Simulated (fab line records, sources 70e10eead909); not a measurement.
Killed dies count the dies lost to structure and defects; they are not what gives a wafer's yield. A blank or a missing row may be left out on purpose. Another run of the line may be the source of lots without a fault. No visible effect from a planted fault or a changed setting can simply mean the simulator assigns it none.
Comparing a struck lot with a sound one || flow nandHarc || 14 out of 1159 route steps
Sound: the wafers L461.2, L461.3, L461.6. Struck: wafer L472.4 (left out: L472.1, L472.2 of the same lot, which were not struck); the cause appears at the end.
Per side, at each step with rows, come the tool, then ch with its chambers, and then its first start. Under that, the readings that differ: sound wafers || struck wafers || difference of the means || sigmas: that difference in standard deviations of wafers without a fault.
alike: words and numbers the same on both sides, and readings whose means are apart by under 2 such deviations; not compared: readings that were withheld, readings missing a value for some wafer, numbers with overlapping values and no deviation given by the record, and bounds like >300 which may hide the same value.
Wherever a step has rows on one side only, a row that says differs or no value, or a row with sigmas, the two part there. Numbers that have no deviation but don't overlap get no sigmas and don't part them. A reading that every wafer of one side lacks parts them only if that side has two wafers or more.

NHARC_A_SOURCE_PLATE_THK_MEAS_06: measures by ellipsometry.
  sound on filmMetro-02, day 10 01:37; struck on filmMetro-01, day 12 12:31
  alike: thkNm
NHARC_A_SOURCE_PLATE_INSPECT_08:
  sound on defectInspect-01, day 10 01:41; struck on defectInspect-01, day 12 12:34
  alike: rawDefectCount
then NHARC_A_ONON_D1_DEP_00 (target thk 1000 nm), 1 step lacking rows for these wafers.
NHARC_A_ONON_D1_THK_MEAS_02: measures by ellipsometry.
  sound on filmMetro-02, day 10 02:16; struck on filmMetro-01, day 12 13:09
  alike: thkNm
then NHARC_A_ONON_D1_DEP_03 (target thk 1000 nm), 1 step lacking rows for these wafers.
NHARC_A_ONON_D1_THK_MEAS_05: measures by ellipsometry.
  sound on filmMetro-02, day 10 02:50; struck on filmMetro-01, day 12 13:43
  alike: thkNm
then NHARC_A_ONON_D1_DEP_06 (target thk 1000 nm), 1 step lacking rows for these wafers.
NHARC_A_ONON_D1_THK_MEAS_08: measures by ellipsometry.
  sound on filmMetro-01, day 10 03:25; struck on filmMetro-02, day 12 14:17
  alike: thkNm
then NHARC_A_ONON_D1_DEP_09 (target thk 1000 nm), 1 step lacking rows for these wafers.
NHARC_A_ONON_D1_THK_MEAS_11: measures by ellipsometry.
  sound on filmMetro-02, day 10 03:59; struck on filmMetro-01, day 12 14:51
  alike: thkNm
NHARC_A_ONON_D1_DEP_12: target thk 1000 nm.
  sound on pecvdOnon-03 ch 0, day 10 04:06; struck on pecvdOnon-02 ch 0, day 12 14:55
NHARC_A_ONON_D1_THK_MEAS_14: measures by ellipsometry.
  sound on filmMetro-02, day 10 04:33; struck on filmMetro-01, day 12 15:26
{"reading": "thkNm (nm)", "sound": "992 991 993", "struck": 681, "difference": -311, "sigmas": -31}
then, 1 step without rows for these wafers: NHARC_A_ONON_D1_ANNEAL_15 (time 3600 s).
-- break in the record here, with 12 days between the starts of the struck wafers on either side (left off in module A_ONON_D1, picked up again in module END, where the first step shown is number 1159 on the route) --
NHARC_END_SORT_01:
  the record has rows for the struck wafers here (prober-01 ch 0, day 24 08:29) and none for the sound ones

== WHERE THEY PART ==
At NHARC_A_ONON_D1_THK_MEAS_14 first; at NHARC_END_SORT_01 last (within this record only).

WHY: what had been put in by the simulator
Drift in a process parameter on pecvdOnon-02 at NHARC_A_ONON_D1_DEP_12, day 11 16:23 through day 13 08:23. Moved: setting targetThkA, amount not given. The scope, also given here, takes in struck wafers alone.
